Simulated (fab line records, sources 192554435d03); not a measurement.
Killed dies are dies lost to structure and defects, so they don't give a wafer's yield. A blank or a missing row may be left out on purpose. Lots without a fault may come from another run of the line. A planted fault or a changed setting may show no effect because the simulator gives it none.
A struck lot beside a sound one | flow n5_finfet | 37 steps out of a route of 1938
Sound: wafers L709.2, L709.3, L709.6. Struck: wafers L703.3, L703.4, L703.5. The cause comes at the end.
At each step with rows: each side's tool, then ch and its chambers, then its first start. Under that, the readings that differ: sound wafers | struck wafers | difference of the means | sigmas: that difference in standard deviations of wafers without a fault.
alike: readings whose means differ by less than 2 such deviations, and words and numbers that are the same on both sides. not compared: withheld readings, readings that some wafer has no value for, bounds like >300 that may hide the same value, and numbers for which the record gives no deviation and whose values overlap.
The two part at a step that has a row with sigmas, a row that says differs or no value, or rows on one side only. Numbers that don't overlap but have no deviation are shown without sigmas and don't part them. A reading that every wafer of one side lacks parts them only if that side has two wafers or more.

first, 9 steps without rows for these wafers: N5_BEOL_M4_ANNEAL_95 (time 240 s); N5_BEOL_M4_SPUTTER_96 (material Cu, target thk 4.5 nm, time 8.29 s); N5_BEOL_M4_ECD_50 (material Cu, target thk 300 nm); N5_BEOL_M4_ANNEAL_51 (time 90 s); N5_BEOL_M4_CMP_52 (polishes, stops on SiOC, t overpolish 6.8 s, target thk 40 nm); N5_BEOL_M4_PRE_CLEAN_60 (time 15 s); N5_BEOL_M4_CO_CAP_55 (material Co, precursor CCTBA/H2, target thk 2 nm, time 102.1 s); N5_BEOL_M4_PRE_CLEAN_56 (time 15 s); N5_BEOL_M4_DEP_57 (deposits SiCN from 3MS/NH3, target thk 8 nm, time 14 s).
N5_BEOL_M4_RC_MEAS_101:
  sound on prober-01 ch 0, day 13 21:51; struck on prober-01 ch 0, day 12 02:09
  alike: DIBL_N, DIBL_P, IOFF_N, IOFF_P, ION_N, ION_P, SS_N, SS_P, VT_N, VT_P
then, 24 steps without rows for these wafers: N5_BEOL_M5_ILD_DEP_00 (deposits SiCOH lowk from DEMS/porogen, target thk 140.64 nm, time 25.9 s); N5_BEOL_M5_CURE_79 (cures SiCOH lowk, time 240 s); N5_BEOL_M5_PECVD_70 (deposits SiO2 from TEOS/O2, target thk 16 nm, time 18 s); N5_BEOL_M5_HM_DEP_02 (deposits TiN, target thk 20 nm); N5_BEOL_M5_COAT_59 (time 60 s, resist thk 60 nm); N5_BEOL_M5_COAT_60 (time 60 s, resist thk 12 nm); N5_BEOL_M5_COAT_71 (time 60 s, resist thk 5 nm); N5_BEOL_M5_COAT_05 (resist thk 30 nm); N5_BEOL_M5_EBR_07; N5_BEOL_M5_SOFTBAKE_06 (time 60 s); N5_BEOL_M5_EXPOSE_08 (exposes mask M5, target cd 28 nm); N5_BEOL_M5_PEB_09 (peb time 60 s); N5_BEOL_M5_DEVELOP_10 (develop time 30 s); N5_BEOL_M5_DESCUM_16 (chemistry O2, time 7 s); N5_BEOL_M5_ETCH_72 (etches underlayer in N2/H2, target depth 6.5 nm, time 5.2 s); N5_BEOL_M5_ETCH_61 (etches SiARC in CF4, target depth 15.6 nm, time 26 s); N5_BEOL_M5_ETCH_62 (etches SOC in N2/H2, target depth 75 nm, overetch 15 nm, time 112.5 s); N5_BEOL_M5_STRIP_63 (strips in N2/H2); N5_BEOL_M5_STRIP_73 (strips in N2/H2); N5_BEOL_M5_STRIP_64 (strips in CF4); N5_BEOL_M5_HM_OPEN_17 (chemistry Cl2/BCl3, target TiN, target depth 20 nm, overetch 6 nm); N5_BEOL_M5_STRIP_19 (strips in O2); N5_BEOL_M5_COAT_65 (time 60 s, resist thk 60 nm); N5_BEOL_M5_COAT_66 (time 60 s, resist thk 12 nm).
N5_BEOL_M7_ETCH_65: etches SiARC in CF4, target depth 15.6 nm, time 26 s.
  sound on rie_diel-02 ch 1,2,3, day 15 04:35; struck on rie_diel-02 ch 0,2, day 13 03:07
  no value came back on the struck wafers for any of 10 readings (bias_w (W), cf4_flow_sccm (sccm) and others); on the sound wafers bias_w (W) reads 35.93 35.80 36.17
  reading                                      | sound          | struck         | difference | sigmas
  model.CAR-EUV_of_BEOL_M7_COAT_22.thk_nm (nm) | 11.2 11.2 11.2 | 20.4 20.4 20.6 | +9.3       |
  not compared: rf_hours_counter_h
N5_BEOL_M7_ETCH_66: etches SOC in N2/H2, target depth 80 nm, overetch 16 nm, time 120 s.
  sound on rie_diel-02 ch 1,2,3, day 15 04:37; struck on rie_diel-02 ch 0,2, day 13 03:08
  reading               | sound          | struck         | difference | sigmas
  oes_product_au (a.u.) | 0.60 0.63 0.63 | 0.31 0.26 0.31 | -0.33      | -5
  alike: bias_w, chamber_pressure_mTorr, drypump_motor_current_A, rf_fwd_power_W, rf_vpp_V, showerhead_plenum_p_Torr, throttle_valve_pct
  not compared: rf_hours_counter_h
-- the record jumps here: 4 days lie between the struck wafers' starts before and after (it left off in module BEOL_M7 and takes up again in module PASSIVATION, whose first step shown is number 1936 of the route) --
N5_PASSIVATION_PROBE_49:
  the record has rows for the struck wafers here (prober-02, day 16 16:40) and none for the sound ones

WHERE THEY PART
First at N5_BEOL_M7_ETCH_65; last, within this record, at N5_PASSIVATION_PROBE_49.

WHY: what the simulator had put in
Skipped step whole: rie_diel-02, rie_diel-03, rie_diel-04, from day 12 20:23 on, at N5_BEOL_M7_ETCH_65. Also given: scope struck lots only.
